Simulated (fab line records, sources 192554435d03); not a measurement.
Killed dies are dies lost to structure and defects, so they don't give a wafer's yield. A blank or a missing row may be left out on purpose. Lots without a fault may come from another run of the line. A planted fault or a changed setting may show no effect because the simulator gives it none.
Split-lot experiment | flow n5_finfet | 7 lots, 21 wafers read, on a route of 1938 steps

THE SPLIT
At N5_BEOL_M15_ETCH_61 (etches BARC in N2/H2, target depth 89 nm, overetch 26.7 nm, time 67.9 s), the setting time_s was moved away from the recipe's 67.9 s on 10 of the 21 wafers read, by -12.7% to +17.1%. The other wafers ran this setting at the recipe's value.

The reading is taken at the split's own step.

THE READING
coat_of_BEOL_M15_COAT_22.thk_nm (the simulator's own value, which no gauge read), in nm, at N5_BEOL_M15_ETCH_61 (etches BARC in N2/H2, target depth 89 nm, overetch 26.7 nm, time 67.9 s). The file gives no usual value for it. The 11 wafers here that ran the recipe average 717.0 nm, standard deviation 3.6 nm.

wafer  | tool, chamber at the split | time_s as run, s | against the recipe | coat_of_BEOL_M15_COAT_22.thk_nm, nm | against lot-mates on the recipe
L083.1 | rie_diel-06, 1             | 67.9             | recipe             | 714.8                               | -
L083.3 | rie_diel-06, 2             | 61.93            | -8.8%              | 721.4                               | +7.8
L083.6 | rie_diel-06, 1             | 67.9             | recipe             | 712.4                               | -
L086.2 | rie_diel-01, 2             | 67.9             | recipe             | 715.2                               | -
L086.4 | rie_diel-01, 0             | 79.5             | +17.1%             | 708.6                               | -6.6
L086.6 | rie_diel-01, 2             | 79.5             | +17.1%             | 703.8                               | -11.4
L085.1 | rie_diel-03, 3             | 62.42            | -8.1%              | 723                                 | +8.7
L085.5 | rie_diel-03, 3             | 67.9             | recipe             | 714.2                               | -
L085.6 | rie_diel-03, 1             | 67.9             | recipe             | 714.4                               | -
L089.1 | rie_diel-06, 2             | 67.9             | recipe             | 717.4                               | -
L089.3 | rie_diel-06, 0             | 67.9             | recipe             | 715.4                               | -
L089.5 | rie_diel-06, 3             | 67.9             | recipe             | 719                                 | -
L093.1 | rie_diel-06, 3             | 59.3             | -12.7%             | 727.8                               | +8.8
L093.4 | rie_diel-06, 2             | 67.9             | recipe             | 719                                 | -
L093.6 | rie_diel-06, 3             | 59.3             | -12.7%             | 728.2                               | +9.2
L096.1 | rie_diel-03, 3             | 67.9             | recipe             | 726                                 | -
L096.3 | rie_diel-03, 2             | 72.63            | +7.0%              | 723.6                               | -2.4
L096.5 | rie_diel-03, 3             | 72.63            | +7.0%              | 720.2                               | -5.8
L079.1 | rie_diel-03, 0             | 67.9             | recipe             | 719                                 | -
L079.2 | rie_diel-03, 3             | 72.05            | +6.1%              | 712.6                               | -6.4
L079.3 | rie_diel-03, 2             | 72.05            | +6.1%              | 714.4                               | -4.6

THE FIT
A straight line over all 21 wafers: coat_of_BEOL_M15_COAT_22.thk_nm changes by -0.599 nm for each +1% of time_s; r = -0.76; the points scatter about the line by 4.1 nm.
The same after taking each lot's own level away (the mean of its wafers on the recipe; 21 wafers): -0.662 nm for each +1%; r = -0.95; scatter 1.7 nm.
On that fit, the largest move of time_s shifts the reading by 11 nm.
The lots' own levels span 713.60 to 726.00 nm, that is 3.5 times the standard deviation above.
So the lot-to-lot level blurs the effect unless lot-mates are compared.
Check: with one of the wafers moved furthest among these (+17.1%) left out of the fit, the line predicts -12.4 nm for it against its lot-mates. It came out at -6.6 nm against them.

OTHER SPLITS ON THESE WAFERS
These wafers also went through other splits before the reading. Each is held against what the fit with the lots' levels taken away leaves over:
other split on the same wafers    | wafers away from the commonest value | r with coat_of_BEOL_M15_COAT_22.thk_nm (lot level and that fit taken away)
N5_BEOL_M11_ALD_74 ald_cycles     | 6                                    | +0.06
N5_BEOL_M13_COAT_04 spin_rpm      | 6                                    | +0.40
N5_BEOL_M13_ETCH_59 time_s        | 7                                    | +0.13
N5_BEOL_M14_TRENCH_ETCH_34 time_s | 8                                    | -0.03

THE FILE'S OWN FIT
coat_of_BEOL_M15_COAT_22.thk_nm changes by -0.689 nm for each +1% of time_s, r = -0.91.
